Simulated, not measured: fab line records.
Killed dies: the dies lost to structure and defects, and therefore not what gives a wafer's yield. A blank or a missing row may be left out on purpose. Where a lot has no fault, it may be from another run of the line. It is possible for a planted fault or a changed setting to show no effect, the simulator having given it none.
Lot-split experiment / flow n5 finfet / 39 wafers read across 7 lots, on a route 1938 steps long

== THE SPLIT ==
At N5_SD_EPI_P_EPI_21 (deposits SiGe:B, time 355 s), the setting pressure torr was moved away from the recipe's 20 Torr on 30 of the 39 wafers read, by -16.1% to +11.1%. The other wafers ran this setting at the recipe's value.

== FROM THE SPLIT TO THE READING: what the file shows between them, 5 steps ==
- N5_SD_EPI_P_HM_STRIP_48: strips SiNx in H3PO4, material SiNx, target depth 3 nm
- N5_SD_EPI_P_SRD_49: time 30 s
- N5_SD_EPI_P_PRECLEAN_24: cleans in O3/DIW, time 45 s
- N5_SD_ACTIVATION_RTA_00: time 0 s
- N5_SD_ACTIVATION_LSA_01: time 0.0008 s

== THE READING ==
RS_SD_P in ohm/sq, measured at N5_SD_ACTIVATION_RS_MEAS_03 by four-point-probe. Fault-free wafers of this fab line usually give 56.3 ohm/sq, standard deviation 1.1 ohm/sq.

wafer=L074.1; tool, chamber at the split=epi rpcvd-03, 0; pressure torr as run, Torr=18.36; against the recipe=-8.2%; RS_SD_P, ohm/sq=59.8; against lot-mates on the recipe=no lot-mate on the recipe
wafer=L074.2; tool, chamber at the split=epi rpcvd-03, 0; pressure torr as run, Torr=18.36; against the recipe=-8.2%; RS_SD_P, ohm/sq=59.4; against lot-mates on the recipe=no lot-mate on the recipe
wafer=L074.3; tool, chamber at the split=epi rpcvd-03, 0; pressure torr as run, Torr=18.36; against the recipe=-8.2%; RS_SD_P, ohm/sq=59.1; against lot-mates on the recipe=no lot-mate on the recipe
wafer=L074.4; tool, chamber at the split=epi rpcvd-03, 0; pressure torr as run, Torr=18.36; against the recipe=-8.2%; RS_SD_P, ohm/sq=58.8; against lot-mates on the recipe=no lot-mate on the recipe
wafer=L074.5; tool, chamber at the split=epi rpcvd-03, 0; pressure torr as run, Torr=18.36; against the recipe=-8.2%; RS_SD_P, ohm/sq=58.5; against lot-mates on the recipe=no lot-mate on the recipe
wafer=L074.6; tool, chamber at the split=epi rpcvd-03, 0; pressure torr as run, Torr=18.36; against the recipe=-8.2%; RS_SD_P, ohm/sq=59.7; against lot-mates on the recipe=no lot-mate on the recipe
wafer=L075.2; tool, chamber at the split=epi rpcvd-04, 0; pressure torr as run, Torr=20; against the recipe=recipe; RS_SD_P, ohm/sq=56.8; against lot-mates on the recipe=-
wafer=L075.5; tool, chamber at the split=epi rpcvd-04, 0; pressure torr as run, Torr=20; against the recipe=recipe; RS_SD_P, ohm/sq=56.6; against lot-mates on the recipe=-
wafer=L075.6; tool, chamber at the split=epi rpcvd-04, 0; pressure torr as run, Torr=20; against the recipe=recipe; RS_SD_P, ohm/sq=56.4; against lot-mates on the recipe=-
wafer=L076.1; tool, chamber at the split=epi rpcvd-04, 0; pressure torr as run, Torr=20; against the recipe=recipe; RS_SD_P, ohm/sq=55.7; against lot-mates on the recipe=-
wafer=L076.2; tool, chamber at the split=epi rpcvd-04, 0; pressure torr as run, Torr=20; against the recipe=recipe; RS_SD_P, ohm/sq=54.7; against lot-mates on the recipe=-
wafer=L076.3; tool, chamber at the split=epi rpcvd-04, 0; pressure torr as run, Torr=20; against the recipe=recipe; RS_SD_P, ohm/sq=56.7; against lot-mates on the recipe=-
wafer=L076.4; tool, chamber at the split=epi rpcvd-04, 0; pressure torr as run, Torr=20; against the recipe=recipe; RS_SD_P, ohm/sq=55.9; against lot-mates on the recipe=-
wafer=L076.5; tool, chamber at the split=epi rpcvd-04, 0; pressure torr as run, Torr=20; against the recipe=recipe; RS_SD_P, ohm/sq=54.9; against lot-mates on the recipe=-
wafer=L076.6; tool, chamber at the split=epi rpcvd-04, 0; pressure torr as run, Torr=20; against the recipe=recipe; RS_SD_P, ohm/sq=55.8; against lot-mates on the recipe=-
wafer=L079.1; tool, chamber at the split=epi rpcvd-04, 0; pressure torr as run, Torr=16.79; against the recipe=-16.1%; RS_SD_P, ohm/sq=61.3; against lot-mates on the recipe=no lot-mate on the recipe
wafer=L079.2; tool, chamber at the split=epi rpcvd-04, 0; pressure torr as run, Torr=16.79; against the recipe=-16.1%; RS_SD_P, ohm/sq=61.5; against lot-mates on the recipe=no lot-mate on the recipe
wafer=L079.3; tool, chamber at the split=epi rpcvd-04, 0; pressure torr as run, Torr=16.79; against the recipe=-16.1%; RS_SD_P, ohm/sq=61.1; against lot-mates on the recipe=no lot-mate on the recipe
wafer=L079.4; tool, chamber at the split=epi rpcvd-04, 0; pressure torr as run, Torr=16.79; against the recipe=-16.1%; RS_SD_P, ohm/sq=61.4; against lot-mates on the recipe=no lot-mate on the recipe
wafer=L079.5; tool, chamber at the split=epi rpcvd-04, 0; pressure torr as run, Torr=16.79; against the recipe=-16.1%; RS_SD_P, ohm/sq=62.2; against lot-mates on the recipe=no lot-mate on the recipe
wafer=L079.6; tool, chamber at the split=epi rpcvd-04, 0; pressure torr as run, Torr=16.79; against the recipe=-16.1%; RS_SD_P, ohm/sq=62.4; against lot-mates on the recipe=no lot-mate on the recipe
wafer=L082.1; tool, chamber at the split=epi rpcvd-04, 0; pressure torr as run, Torr=17.83; against the recipe=-10.9%; RS_SD_P, ohm/sq=61.7; against lot-mates on the recipe=no lot-mate on the recipe
wafer=L082.2; tool, chamber at the split=epi rpcvd-04, 0; pressure torr as run, Torr=17.83; against the recipe=-10.9%; RS_SD_P, ohm/sq=60.8; against lot-mates on the recipe=no lot-mate on the recipe
wafer=L082.3; tool, chamber at the split=epi rpcvd-04, 0; pressure torr as run, Torr=17.83; against the recipe=-10.9%; RS_SD_P, ohm/sq=60.5; against lot-mates on the recipe=no lot-mate on the recipe
wafer=L082.4; tool, chamber at the split=epi rpcvd-04, 0; pressure torr as run, Torr=17.83; against the recipe=-10.9%; RS_SD_P, ohm/sq=60.1; against lot-mates on the recipe=no lot-mate on the recipe
wafer=L082.5; tool, chamber at the split=epi rpcvd-04, 0; pressure torr as run, Torr=17.83; against the recipe=-10.9%; RS_SD_P, ohm/sq=60.9; against lot-mates on the recipe=no lot-mate on the recipe
wafer=L082.6; tool, chamber at the split=epi rpcvd-04, 0; pressure torr as run, Torr=17.83; against the recipe=-10.9%; RS_SD_P, ohm/sq=60.5; against lot-mates on the recipe=no lot-mate on the recipe
wafer=L083.1; tool, chamber at the split=epi rpcvd-04, 0; pressure torr as run, Torr=17.21; against the recipe=-13.9%; RS_SD_P, ohm/sq=62.9; against lot-mates on the recipe=no lot-mate on the recipe
wafer=L083.2; tool, chamber at the split=epi rpcvd-04, 0; pressure torr as run, Torr=17.21; against the recipe=-13.9%; RS_SD_P, ohm/sq=63.1; against lot-mates on the recipe=no lot-mate on the recipe
wafer=L083.3; tool, chamber at the split=epi rpcvd-04, 0; pressure torr as run, Torr=17.21; against the recipe=-13.9%; RS_SD_P, ohm/sq=62.4; against lot-mates on the recipe=no lot-mate on the recipe
wafer=L083.4; tool, chamber at the split=epi rpcvd-04, 0; pressure torr as run, Torr=17.21; against the recipe=-13.9%; RS_SD_P, ohm/sq=63.7; against lot-mates on the recipe=no lot-mate on the recipe
wafer=L083.5; tool, chamber at the split=epi rpcvd-04, 0; pressure torr as run, Torr=17.21; against the recipe=-13.9%; RS_SD_P, ohm/sq=62.6; against lot-mates on the recipe=no lot-mate on the recipe
wafer=L083.6; tool, chamber at the split=epi rpcvd-04, 0; pressure torr as run, Torr=17.21; against the recipe=-13.9%; RS_SD_P, ohm/sq=63.0; against lot-mates on the recipe=no lot-mate on the recipe
wafer=L087.1; tool, chamber at the split=epi rpcvd-04, 0; pressure torr as run, Torr=22.23; against the recipe=+11.1%; RS_SD_P, ohm/sq=53.8; against lot-mates on the recipe=no lot-mate on the recipe
wafer=L087.2; tool, chamber at the split=epi rpcvd-04, 0; pressure torr as run, Torr=22.23; against the recipe=+11.1%; RS_SD_P, ohm/sq=53.8; against lot-mates on the recipe=no lot-mate on the recipe
wafer=L087.3; tool, chamber at the split=epi rpcvd-04, 0; pressure torr as run, Torr=22.23; against the recipe=+11.1%; RS_SD_P, ohm/sq=54.5; against lot-mates on the recipe=no lot-mate on the recipe
wafer=L087.4; tool, chamber at the split=epi rpcvd-04, 0; pressure torr as run, Torr=22.23; against the recipe=+11.1%; RS_SD_P, ohm/sq=54.4; against lot-mates on the recipe=no lot-mate on the recipe
wafer=L087.5; tool, chamber at the split=epi rpcvd-04, 0; pressure torr as run, Torr=22.23; against the recipe=+11.1%; RS_SD_P, ohm/sq=54.0; against lot-mates on the recipe=no lot-mate on the recipe
wafer=L087.6; tool, chamber at the split=epi rpcvd-04, 0; pressure torr as run, Torr=22.23; against the recipe=+11.1%; RS_SD_P, ohm/sq=53.2; against lot-mates on the recipe=no lot-mate on the recipe

FIT RESULTS
A straight line over all 39 wafers: RS_SD_P changes by -0.335 ohm/sq for each +1% of pressure torr; r = -0.95; the points scatter about the line by 1 ohm/sq.
Too few moved wafers with a lot-mate on the recipe to fit a line net of each lot's own level.

== THE WHOLE CHAIN: every reading that the file lists as answering this split, in the file's order ==
step=N5_SD_EPI_P_EPI_21; what it does=deposits SiGe:B, time 355 s; reading=SiGe-B_of_SD_EPI_P_EPI_21.thk nm (the simulator's own value, which no gauge read); change (the file's fit)=+0.226 nm for each +1% of the setting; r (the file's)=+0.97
step=N5_SD_EPI_P_HM_STRIP_48; what it does=strips SiNx in H3PO4, material SiNx, target depth 3 nm; reading=SiGe-B_of_SD_EPI_P_EPI_21.thk nm (the simulator's own value, which no gauge read); change (the file's fit)=+0.222 nm for each +1% of the setting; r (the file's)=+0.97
step=N5_SD_ACTIVATION_RS_MEAS_03; what it does=measures by four-point-probe; reading=RS_SD_P; change (the file's fit)=-0.334 for each +1% of the setting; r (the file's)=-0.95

== THE FILE'S OWN FIT ==
RS_SD_P changes by -0.334 ohm/sq for each +1% of pressure torr, r = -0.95.
